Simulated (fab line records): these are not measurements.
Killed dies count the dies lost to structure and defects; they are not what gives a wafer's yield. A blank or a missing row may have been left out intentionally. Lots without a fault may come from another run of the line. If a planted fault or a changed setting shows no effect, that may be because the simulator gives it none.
Matching of chambers ; flow n5_finfet ; N5_BEOL_M10_CURE_72 on uv_cure-01 has 3 sister chambers
The step cures SiCOH lowk, time 120 s. 6 wafers are shown with their chamber, then 12 later ones without.

## WAFERS, EACH WITH ITS CHAMBER
wafer;chamber;wafer_temp_C_max;lamp_power_pct (%)
L087.5;1;371.0;52.35
L087.6;1;371.4;52.32
L089.4;2;372.2;52.27
L089.6;2;371.6;52.38
L090.3;0;372.0;52.37
L090.6;0;371.3;52.36

## WAFERS WHOSE CHAMBER IS MISSING
wafer;wafer_temp_C_max;lamp_power_pct (%)
L094.1;371.4;52.30
L094.3;371.2;52.23
L094.4;371.0;52.25
L095.2;371.3;52.30
L095.4;371.1;52.37
L095.5;371.1;52.33
L096.1;371.9;52.19
L096.3;371.3;52.27
L096.6;371.6;52.26
L097.3;372.6;52.38
L097.4;372.0;52.36
L097.6;371.7;52.33

## CHAMBER TAKEN BY EACH
wafer;from the rows above;in truth
L094.1;can't be placed: 1 or 2 or 0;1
L094.3;can't be placed: 1 or 2 or 0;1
L094.4;can't be placed: 1 or 2 or 0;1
L095.2;can't be placed: 1 or 2 or 0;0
L095.4;can't be placed: 1 or 0 or 2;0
L095.5;can't be placed: 1 or 0 or 2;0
L096.1;can't be placed: 2 or 1 or 0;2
L096.3;can't be placed: 1 or 2 or 0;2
L096.6;can't be placed: 2 or 1 or 0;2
L097.3;can't be placed: 2 or 0 or 1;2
L097.4;can't be placed: 2 or 0 or 1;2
L097.6;can't be placed: 2 or 0 or 1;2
Correct placement for 0 of the 12. Cannot be placed on the basis of these rows: 12; the candidates contain the true chamber in 12. 0 placed wrongly.
How it was worked out, from the rows above alone: a wafer's distance from a chamber is the root of the sum, over the readings, of the square of ((its reading less the chamber's mean) divided by the reading's scatter). If the next closest chamber is less than 2 further off than the closest, the wafer can't be placed; otherwise it belongs to the closest. A chamber's mean is the mean of its shown wafers. The scatter: the root of (the sum of the squares of (reading less its chamber's mean) over the shown wafers, divided by (wafers less chambers)).
